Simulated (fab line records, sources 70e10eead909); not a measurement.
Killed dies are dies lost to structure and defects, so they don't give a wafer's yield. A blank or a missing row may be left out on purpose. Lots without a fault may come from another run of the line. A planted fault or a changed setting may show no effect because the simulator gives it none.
Chamber matching | flow nand_harc | NHARC_A_STAIRCASE_DEP_280 on pecvd-02: 3 sister chambers
The step deposits SiON, target thk 30 nm. 18 wafers are shown with their chamber, then 9 later ones without.

WAFERS WITH THEIR CHAMBER
wafer  | chamber | heater_power_w (W) | chamber_pressure_Torr (Torr)
L074.1 | 0       | 673                | 3.495
L074.2 | 1       | 649                | 3.489
L074.5 | 2       | 777                | 3.505
L075.2 | 1       | 660                | 3.508
L075.4 | 0       | 611                | 3.504
L075.5 | 1       | 673                | 3.503
L076.3 | 0       | 629                | 3.499
L076.4 | 0       | 626                | 3.491
L076.5 | 2       | 707                | 3.496
L083.2 | 2       | 682                | 3.503
L083.4 | 1       | 779                | 3.497
L083.6 | 2       | 673                | 3.509
L085.4 | 1       | 742                | 3.489
L085.5 | 0       | 736                | 3.504
L085.6 | 2       | 685                | 3.514
L091.2 | 0       | 706                | 3.507
L091.3 | 1       | 746                | 3.502
L091.6 | 1       | 739                | 3.515

SIGNATURES (means of the wafers above)
reading               | chamber 0 | chamber 1 | chamber 2 | scatter within a chamber
heater_power_w        | 663.50    | 712.57    | 704.80    | 48.4
chamber_pressure_Torr | 3.50000   | 3.50043   | 3.50540   | 0.00784
Rule: a wafer's distance from a chamber is the root of the sum, over the readings, of the square of ((its reading less the chamber's mean) divided by the reading's scatter). The wafer belongs to the nearest chamber; if the next one is less than 2 further off, it can't be placed. The scatter: the root of (the sum of the squares of (reading less its chamber's mean) over the shown wafers, divided by (wafers less chambers)).

WAFERS WITHOUT THEIR CHAMBER
wafer  | heater_power_w (W) | chamber_pressure_Torr (Torr)
L093.3 | 665                | 3.502
L093.4 | 734                | 3.522
L093.5 | 645                | 3.498
L094.1 | 654                | 3.502
L094.2 | 736                | 3.506
L094.5 | 659                | 3.501
L095.2 | 669                | 3.488
L095.3 | 782                | 3.509
L095.5 | 745                | 3.493

WHICH CHAMBER EACH WENT THROUGH
wafer  | from the rows above          | in truth
L093.3 | can't be placed: 0 or 2 or 1 | 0
L093.4 | can't be placed: 2 or 1 or 0 | 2
L093.5 | can't be placed: 0 or 1 or 2 | 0
L094.1 | can't be placed: 0 or 2 or 1 | 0
L094.2 | can't be placed: 2 or 1 or 0 | 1
L094.5 | can't be placed: 0 or 2 or 1 | 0
L095.2 | can't be placed: 0 or 1 or 2 | 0
L095.3 | can't be placed: 2 or 1 or 0 | 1
L095.5 | can't be placed: 1 or 2 or 0 | 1
Placed correctly: 0 of 9. Can't be placed from these rows: 9 (the true chamber is among the candidates in 9). Placed wrongly: 0.
